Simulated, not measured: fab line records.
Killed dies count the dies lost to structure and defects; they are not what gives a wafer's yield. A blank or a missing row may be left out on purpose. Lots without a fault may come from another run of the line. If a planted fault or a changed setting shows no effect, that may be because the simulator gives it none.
3 desks, one fault / flow n5 finfet / each desk has only its own numbers; what lay behind them comes last

AT THE METROLOGY DESK
What the gauges read, lot by lot, whatever tool the lot ran on: means of the sampled wafers that have a number. Marked OUT: a lot whose mean sits more than 4 standard deviations from the usual mean, which makes it out of limits; the brackets give that distance.
Columns: A = M12_ILD_THK at N5_BEOL_M12_THK_MEAS_01, usual 658 nm
lot=L544; first seen here=day 11 02:47; A=655
lot=L545; first seen here=day 11 19:21; A=661
lot=L548; first seen here=day 11 23:14; A=658
lot=L549; first seen here=day 12 18:58; A=666
lot=L557; first seen here=day 14 13:55; A=662
lot=L562; first seen here=day 15 22:06; A=731 (+9.5) OUT
lot=L561; first seen here=day 16 03:18; A=734 (+9.9) OUT
lot=L560; first seen here=day 16 04:05; A=659
lot=L563; first seen here=day 16 17:25; A=659
This desk's result: L561, L562 out of limits, first on L562 (M12_ILD_THK at N5_BEOL_M12_THK_MEAS_01), day 15 22:06. Within limits: L544, L545, L548, L549, L557, L560, L563.

AT THE TOOL OWNER'S DESK: pecvd-01
The tool's own readings at N5_BEOL_M12_ILD_DEP_00 (deposits SiOC from DEMS/O2, target thk 658.92 nm, time 130.7 s): means of the sampled wafers that have a number, for each lot that ran on this tool. Marked OUT: a lot whose mean sits more than 4 standard deviations from the usual mean, which makes it out of limits; the brackets give that distance.
Columns: A = chamber pressure Torr at N5_BEOL_M12_ILD_DEP_00, usual 5.000 Torr; B = heater power w at N5_BEOL_M12_ILD_DEP_00, usual 454 W; C = showerhead plenum p Torr at N5_BEOL_M12_ILD_DEP_00, usual 5.696 Torr; D = throttle valve pct at N5_BEOL_M12_ILD_DEP_00, usual 12.2 %
lot=L545; first seen here=day 11 19:13; A=5.004; B=465; C=5.696; D=12.3
lot=L557; first seen here=day 14 13:47; A=4.997; B=433; C=5.708; D=12.5
lot=L562; first seen here=day 15 21:58; A=5.011; B=425; C=5.710; D=12.7
lot=L561; first seen here=day 16 03:10; A=5.014; B=416; C=5.697; D=12.6
Result from this desk: across the 4 lots, nothing is out of limits.

THE DEFECT DESK
What the inspections along the route counted, lot by lot: means of the sampled wafers that have a number. Marked OUT: a lot whose mean sits more than 4 standard deviations from the usual mean, which makes it out of limits; the brackets give that distance.
Columns: A = raw defect count at N5_BEOL_M12_INSPECT_12, usual 2
lot=L544; first seen here=day 11 03:16; A=2
lot=L545; first seen here=day 11 19:50; A=2
lot=L548; first seen here=day 11 23:43; A=1
lot=L549; first seen here=day 12 19:26; A=0
lot=L557; first seen here=day 14 14:24; A=3
lot=L562; first seen here=day 15 22:35; A=1
lot=L561; first seen here=day 16 03:48; A=1
lot=L560; first seen here=day 16 04:34; A=3
lot=L563; first seen here=day 16 17:46; A=2
Result from this desk: across the 9 lots, nothing is out of limits.

TAKEN TOGETHER
L561, L562 would have let the metrology desk raise an alarm at day 15 22:06.
The desk of the tool owner found nothing out of limits.
Nothing out of limits was seen by the defect desk.
Tool owner's desk: L561, L562 on record, inside its limits.
The defect desk has L561, L562 on record, within its limits.
N5_BEOL_M12_ILD_DEP_00 was run on pecvd-01 by each of the lots named.

WHAT WAS PUT IN BY THE SIMULATOR
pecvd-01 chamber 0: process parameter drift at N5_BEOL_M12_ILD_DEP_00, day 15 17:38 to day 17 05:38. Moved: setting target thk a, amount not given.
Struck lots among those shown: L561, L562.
Per desk, hours elapsed from the start of the fault to the first reading out of limits: for the metrology desk, 4.
